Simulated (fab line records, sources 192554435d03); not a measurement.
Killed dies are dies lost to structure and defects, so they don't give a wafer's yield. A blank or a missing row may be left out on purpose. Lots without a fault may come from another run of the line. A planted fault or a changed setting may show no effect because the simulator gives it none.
Chamber matching | flow n5_finfet | N5_BEOL_M10_ETCH_62 on rie_diel-05: 4 sister chambers
The step etches SOC in N2/H2, target depth 110 nm, overetch 22 nm, time 165 s. 4 wafers are shown with their chamber, then 9 later ones without.

WAFERS WITH THEIR CHAMBER
wafer  | chamber | showerhead_plenum_p_Torr (Torr)
L087.4 | 1       | 2.48
L092.3 | 0       | 2.34
L094.3 | 3       | 2.60
L094.5 | 2       | 2.64

WAFERS WITHOUT THEIR CHAMBER
wafer  | showerhead_plenum_p_Torr (Torr)
L096.1 | 2.60
L096.3 | 2.64
L096.4 | 2.47
L097.1 | 2.64
L097.2 | 2.33
L097.3 | 2.59
L097.4 | 2.47
L097.5 | 2.47
L097.6 | 2.34

WHICH CHAMBER EACH WENT THROUGH
wafer  | from the rows above | in truth
L096.1 | 3                   | 3
L096.3 | 2                   | 2
L096.4 | 1                   | 1
L097.1 | 2                   | 2
L097.2 | 0                   | 0
L097.3 | 3                   | 3
L097.4 | 1                   | 1
L097.5 | 1                   | 1
L097.6 | 0                   | 0
Placed correctly: 9 of 9. Can't be placed from these rows: 0. Placed wrongly: 0.
How it was worked out, from the rows above alone: a wafer's distance from a chamber is the root of the sum, over the readings, of the square of ((its reading less the chamber's mean) divided by the reading's scatter). The wafer belongs to the nearest chamber; if the next one is less than 2 further off, it can't be placed. A chamber's mean is the mean of its shown wafers. The scatter: with one shown wafer a chamber, the root of the mean of the squares of how far each hidden wafer lies from its nearest shown one.
